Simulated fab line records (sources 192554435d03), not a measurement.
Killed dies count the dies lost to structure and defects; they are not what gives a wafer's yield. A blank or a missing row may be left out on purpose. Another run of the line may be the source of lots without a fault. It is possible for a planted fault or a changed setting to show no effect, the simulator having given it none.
Problem report in the 8D (eight disciplines) form, filled by code + flow n5Finfet + the parts of the form that need people (team, actions taken, sign-off) are left out

== 1. THE ISSUE ==
On 2 wafers of 1 lot, barrierFieldEndpointS at N5_BEOL_M15_CMP_49 has a mean of 7.78 s; fault-free wafers read 11.32 s, standard deviation 0.24. Measured from the usual mean, that is -15 standard deviations.
The step: polishes, stops on SiO2, t overpolish 4.9 s, target thk 850 nm.
First observed at day 22 01:35: wafer L900.6, on cmp-03. At this step, 29 wafers from 10 lots have a number in the record. Rule for "out" (also "out of limits"): further than 4 standard deviations from the usual mean. All remaining wafers that have a number are taken as sound.

== 2. WHAT IT IS; WHAT IT IS NOT ==
| question                    | is                     | is not                                               |
|-----------------------------|------------------------|------------------------------------------------------|
| which readings at this step | barrierFieldEndpointS  | motorCurrentA                                        |
| which lots                  | L900                   | L882, L884, L885, L887, L890, L891, L895, L902, L903 |
| which wafers of those lots  | all that have a number | -                                                    |
| read on which tools         | cmp-03                 | cmp-01, cmp-02                                       |
| when                        | from day 22 01:35      | up to then (27 sound wafers)                         |

== 3. SUSPECTS, AND WHAT RULES EACH OUT ==
Counting: any tool at a process step up to the reading is kept as a suspect provided that every lot that is out went through it and no sound lot did after the first of them.
- rieDiel-03 at N5_BEOL_M15_ETCH_38 (etches SiCN in CF4/N2, target depth 106.4 nm, time 120.5 s): kept. It ran the lot that is out, L900 (day 22 00:37), and no sound lot after that; its last sound lot up to then is L890 (day 17 21:41). N5_BEOL_M15_ETCH_38 gives no start for some lots, so the hours and the order of its lots are those of N5_BEOL_M15_SPUTTER_43.
- pvdSputter-02 at N5_BEOL_M15_SPUTTER_43 (material TaN, target thk 15 nm, time 24.19 s): kept. It ran the lot that is out, L900 (day 22 00:37), and no sound lot after that; its last sound lot up to then is L895 (day 19 17:47).
- pvdSputter-02 at N5_BEOL_M15_SPUTTER_45 (material Cu, target thk 100 nm, time 16.67 s): kept. It ran the lot that is out, L900 (day 22 00:46), and no sound lot after that; its last sound lot up to then is L895 (day 19 17:57).
- cmp-03 at N5_BEOL_M15_CMP_49 (polishes, stops on SiO2, t overpolish 4.9 s, target thk 850 nm): kept. It ran the lot that is out, L900 (day 22 01:35), and no sound lot after that; its last sound lot up to then is L890 (day 17 22:29). On those wafers its own readings are out: barrierFieldEndpointS.
Left after counting: rieDiel-03 at N5_BEOL_M15_ETCH_38, pvdSputter-02 at N5_BEOL_M15_SPUTTER_43, pvdSputter-02 at N5_BEOL_M15_SPUTTER_45, cmp-03 at N5_BEOL_M15_CMP_49.

== 4. THE CAUSE (what the simulator had put in) ==
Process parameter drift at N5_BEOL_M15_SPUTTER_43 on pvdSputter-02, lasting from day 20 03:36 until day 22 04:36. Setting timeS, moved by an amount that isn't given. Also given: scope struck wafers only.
After counting, 4 suspects remain, this tool included.

== 5. THE EFFECT CHAIN, in route order ==
Rows list readings where the struck wafers' mean (over those with a number) sits beyond 3 standard deviations from the usual. Only readings for which the record gives a usual standard deviation are gone through. hours: the time from each lot's start at the first step in this table that gives one to its start at this step, as a median over the lots. sigmas: the change in usual standard deviations.
| hours | step               | reading               | usual   | on struck wafers | change | sigmas |
|-------|--------------------|-----------------------|---------|------------------|--------|--------|
| 0     | N5_BEOL_M15_CMP_49 | barrierFieldEndpointS | 11.32 s | 7.78             | -3.54  | -15    |
Its process steps:
- N5_BEOL_M15_CMP_49: polishes, stops on SiO2, t overpolish 4.9 s, target thk 850 nm.

== 6. WHAT WOULD HAVE CAUGHT IT SOONER ==
The fault began at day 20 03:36; the first out-of-limits reading in this record came at day 22 01:35, 46 hours later.
No tool reading at N5_BEOL_M15_SPUTTER_43 that has a usual standard deviation in the record was out on any struck wafer, so an alarm limit of 4 standard deviations on those readings would not have fired.
All the lots that are out (1) had begun N5_BEOL_M15_SPUTTER_43 on pvdSputter-02 by day 22 01:35. Had the tool been put on hold then, not one of them would have been saved.
